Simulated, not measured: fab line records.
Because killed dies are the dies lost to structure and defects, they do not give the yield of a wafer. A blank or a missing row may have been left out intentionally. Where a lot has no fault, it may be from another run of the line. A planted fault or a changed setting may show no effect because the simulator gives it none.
Matching of chambers ; flow n5_finfet ; 4 sister chambers for N5_BEOL_M8_ALD_77 on ald_metal-04
The step deposits TaN, target thk 2 nm, pulse time 2 s, purge time 3 s. 4 wafers are shown with their chamber, then 10 later ones without.

## EACH WAFER AND ITS CHAMBER
wafer;chamber;heater_power_w (W)
L085.4;0;370
L085.5;1;374
L087.1;2;368
L087.4;3;369

## WAFERS WITHOUT THEIR CHAMBER
wafer;heater_power_w (W)
L087.5;378
L090.1;373
L090.3;375
L090.6;351
L096.3;370
L096.4;373
L096.5;359
L097.1;375
L097.3;365
L097.4;366

## WHICH CHAMBER EACH WENT THROUGH
wafer;from the rows above;in truth
L087.5;can't be placed: 1 or 0 or 3 or 2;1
L090.1;can't be placed: 1 or 0 or 3 or 2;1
L090.3;can't be placed: 1 or 0 or 3 or 2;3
L090.6;can't be placed: 2 or 3 or 0 or 1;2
L096.3;can't be placed: 0 or 3 or 2 or 1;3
L096.4;can't be placed: 1 or 0 or 3 or 2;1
L096.5;can't be placed: 2 or 3 or 0 or 1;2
L097.1;can't be placed: 1 or 0 or 3 or 2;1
L097.3;can't be placed: 2 or 3 or 0 or 1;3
L097.4;can't be placed: 2 or 3 or 0 or 1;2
Correct placement for 0 of the 10. These rows do not allow placing 10 (true chamber among the candidates in 10). Wrongly placed: 0.
How it was worked out, from the rows above alone: a wafer's distance from a chamber is the root of the sum, over the readings, of the square of ((its reading less the chamber's mean) divided by the reading's scatter). The wafer belongs to the nearest chamber; if the next one is less than 2 further off, it can't be placed. Each chamber's mean is taken over the wafers shown for it. The scatter: with one shown wafer a chamber, the root of the mean of the squares of how far each hidden wafer lies from its nearest shown one.
